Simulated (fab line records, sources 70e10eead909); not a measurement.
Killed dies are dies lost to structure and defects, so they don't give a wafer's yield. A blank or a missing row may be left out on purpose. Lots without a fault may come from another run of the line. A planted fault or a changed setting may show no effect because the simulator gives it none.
Chamber matching | flow nand_harc | NHARC_P_GATE_DESCUM_93 on rie_diel-02: 4 sister chambers
The step chemistry O2, time 3 s. 8 wafers are shown with their chamber, then 7 later ones without.

WAFERS WITH THEIR CHAMBER
wafer  | chamber | rf_vpp_V (V) | oes_product_au (a.u.)
L085.2 | 1       | 57.9         | 0.990
L091.5 | 2       | 56.8         | 0.995
L091.6 | 3       | 58.7         | 0.993
L092.1 | 0       | 57.4         | 1.011
L092.4 | 2       | 57.6         | 0.992
L092.5 | 0       | 58.9         | 1.008
L093.1 | 1       | 57.9         | 0.986
L093.5 | 3       | 59.9         | 0.989

WAFERS WITHOUT THEIR CHAMBER
wafer  | rf_vpp_V (V) | oes_product_au (a.u.)
L093.6 | 56.6         | 1.000
L094.2 | 57.0         | 0.988
L094.3 | 57.5         | 1.004
L094.5 | 57.9         | 0.978
L096.1 | 58.6         | 1.010
L096.3 | 59.0         | 0.987
L096.5 | 58.0         | 0.982

WHICH CHAMBER EACH WENT THROUGH
wafer  | from the rows above     | in truth
L093.6 | can't be placed: 2 or 0 | 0
L094.2 | can't be placed: 1 or 2 | 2
L094.3 | can't be placed: 0 or 2 | 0
L094.5 | can't be placed: 1 or 3 | 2
L096.1 | 0                       | 0
L096.3 | can't be placed: 1 or 3 | 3
L096.5 | can't be placed: 1 or 3 | 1
Placed correctly: 1 of 7. Can't be placed from these rows: 6 (the true chamber is among the candidates in 5). Placed wrongly: 0.
How it was worked out, from the rows above alone: a wafer's distance from a chamber is the root of the sum, over the readings, of the square of ((its reading less the chamber's mean) divided by the reading's scatter). The wafer belongs to the nearest chamber; if the next one is less than 2 further off, it can't be placed. A chamber's mean is the mean of its shown wafers. The scatter: the root of (the sum of the squares of (reading less its chamber's mean) over the shown wafers, divided by (wafers less chambers)).
